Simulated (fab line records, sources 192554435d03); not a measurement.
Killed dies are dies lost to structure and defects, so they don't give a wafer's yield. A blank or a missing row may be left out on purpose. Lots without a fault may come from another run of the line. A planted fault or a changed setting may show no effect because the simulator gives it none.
A struck lot beside a sound one | flow n5_finfet | 13 steps out of a route of 1938
Sound: wafers L866.2, L866.3, L866.6. Struck: wafers L880.3, L880.4, L880.6. The cause comes at the end.
At each step with rows: each side's tool, then ch and its chambers, then its first start. Under that, the readings that differ: sound wafers | struck wafers | difference of the means | sigmas: that difference in standard deviations of wafers without a fault.
alike: readings whose means differ by less than 2 such deviations, and words and numbers that are the same on both sides. not compared: withheld readings, readings that some wafer has no value for, bounds like >300 that may hide the same value, and numbers for which the record gives no deviation and whose values overlap.
The two part at a step that has a row with sigmas, a row that says differs or no value, or rows on one side only. Numbers that don't overlap but have no deviation are shown without sigmas and don't part them. A reading that every wafer of one side lacks parts them only if that side has two wafers or more.

N5_GATE_CUT_SAC_CAP_01: material SiNx, target thk 24 nm, pulse time 1 s, ald cycles 480.
  sound on ald_sin-03 ch 1,2, day 5 07:20; struck on ald_sin-03 ch 1,2,3, day 8 10:14
  alike: heater_power_w, precursor_pulse_height_rel
N5_GATE_CUT_PECVD_57: deposits SiNx from SiH4/NH3/N2, target thk 21 nm.
  sound on pecvd-04 ch 0,2, day 5 09:32; struck on pecvd-02 ch 1,2, day 8 12:26
  alike: heater_power_w, showerhead_plenum_p_Torr, throttle_valve_pct
N5_GATE_CUT_CMP_02: polishes, stops on SiO2, t overpolish 12.7 s, target thk 0 nm.
  sound on cmp-02 ch 0,2, day 5 09:39; struck on cmp-03 ch 1,2, day 8 12:33
  alike: motor_current_A, overpolish_run_s, retaining_ring_pressure_frac, slurry_filter_dp_kPa, time_to_endpoint_s
N5_GATE_CUT_HM_DEP_46: deposits SiO2 from TEOS/O2, target thk 130 nm, time 26.6 s.
  sound on pecvd-04 ch 0,2, day 5 09:56; struck on pecvd-01 ch 0,1, day 8 12:50
  alike: heater_power_w, showerhead_plenum_p_Torr, throttle_valve_pct
then, 7 steps without rows for these wafers: N5_GATE_CUT_COAT_34 (time 60 s, resist thk 60 nm); N5_GATE_CUT_COAT_35 (time 60 s, resist thk 10 nm); N5_GATE_CUT_COAT_27 (time 60 s, resist thk 10 nm); N5_GATE_CUT_COAT_07 (resist thk 30 nm); N5_GATE_CUT_EBR_09; N5_GATE_CUT_SOFTBAKE_08 (time 60 s); N5_GATE_CUT_EXPOSE_10 (exposes mask GATE CUT, target cd 20 nm).
N5_GATE_CUT_PEB_11: peb time 60 s.
  sound on litho_track-03 ch 0, day 5 10:20; struck on litho_track-03, day 8 13:14
  no value came back on the struck wafers for chill_plate_temp_C (C), exhaust_pa (Pa); on the sound wafers chill_plate_temp_C (C) reads 23.09 23.04 23.18
then, 1 step without rows for these wafers: N5_GATE_CUT_DEVELOP_12 (develop time 30 s).

WHERE THEY PART
Only at N5_GATE_CUT_PEB_11, within this record.

WHY: what the simulator had put in
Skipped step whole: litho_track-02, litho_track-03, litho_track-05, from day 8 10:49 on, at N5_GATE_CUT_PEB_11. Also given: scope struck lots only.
